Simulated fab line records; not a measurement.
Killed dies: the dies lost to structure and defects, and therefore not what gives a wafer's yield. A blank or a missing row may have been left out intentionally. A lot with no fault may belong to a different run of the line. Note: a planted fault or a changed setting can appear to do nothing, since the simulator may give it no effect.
Struck lot and sound lot, side by side / flow n5 finfet / 14 steps out of a route of 1938
Sound: these wafers, L671.1, L671.2, L671.4. Wafers L676.3, L676.5, L676.6 were the ones struck. At the end, the cause is stated.
At each step with rows: each side's tool, then ch and its chambers, then its first start. Under that, the readings that differ: sound wafers / struck wafers / difference of the means / sigmas: that difference in standard deviations of wafers without a fault.
alike: same words and numbers on both sides, and readings whose means sit less than 2 such deviations apart. not compared: any withheld reading, any reading some wafer has no value for, any bound like >300 that may hide the same value, and any number with overlapping values for which the record gives no deviation.
A row with sigmas, a row that says differs or no value, or rows on one side alone: a step with any of these is where the two part. Numbers that have no deviation but don't overlap get no sigmas and don't part them. A reading that every wafer of one side lacks parts them only if that side has two wafers or more.

N5_BEOL_M12_VIA_ETCH_16: etches SiOC in C4F8/O2/Ar, target depth 724.8 nm.
  sound on rie diel-01 ch 0,2,3, day 13 20:26; struck on rie diel-04 ch 0,3, day 14 13:58
  alike: drypump motor current A, oes product au, rf vpp V, showerhead plenum p Torr, throttle valve pct
N5_BEOL_M12_STRIP_63: strips in N2/H2.
  sound on plasma asher-02 ch 0,1, day 13 20:38; struck on plasma asher-02 ch 0,1, day 14 14:11
  alike: drypump motor current A, heater power w, n2 flow sccm, oes product au, strip time to endpoint s
  not compared: rf hours counter h
N5_BEOL_M12_STRIP_64: strips in N2/H2.
  sound on plasma asher-02 ch 0,1, day 13 20:41; struck on plasma asher-02 ch 0,1, day 14 14:14
  alike: drypump motor current A, heater power w, n2 flow sccm, oes product au, strip time to endpoint s
  not compared: rf hours counter h
then, 2 steps without rows for these wafers: N5_BEOL_M12_STRIP_71 (strips in post etch residue remover, time 60 s); N5_BEOL_M12_SRD_72 (time 30 s, dry time 30 s).
N5_BEOL_M12_CD_MEAS_17: target cd 140 nm.
  struck on cd sem-02, day 14 14:22; sound on cd sem-03, day 13 20:50
  alike: cd nm
then, 6 steps without rows for these wafers: N5_BEOL_M12_COAT_65 (time 60 s, resist thk 300 nm); N5_BEOL_M12_COAT_66 (time 60 s, resist thk 110 nm); N5_BEOL_M12_COAT_22 (resist thk 300 nm); N5_BEOL_M12_EBR_24; N5_BEOL_M12_SOFTBAKE_23 (time 60 s); N5_BEOL_M12_EXPOSE_25 (exposes mask M12).
N5_BEOL_M12_PEB_26: peb time 90 s.
  struck on litho track-03, day 14 14:35; sound on litho track-04 ch 0, day 13 21:11
  no value came back on the struck wafers for chill plate temp C (C), exhaust pa (Pa), heater power total W (W), resist line temp C (C); on the sound wafers chill plate temp C (C) reads 22.95 23.00 22.92
then, 1 step without rows for these wafers: N5_BEOL_M12_DEVELOP_27 (develop time 45 s).

WHERE THEY PART
Only at N5_BEOL_M12_PEB_26, as far as this record shows.

WHY: what had been put in by the simulator
Step skipped in full: litho track-03, at N5_BEOL_M12_PEB_26, from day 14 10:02 onward. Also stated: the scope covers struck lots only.
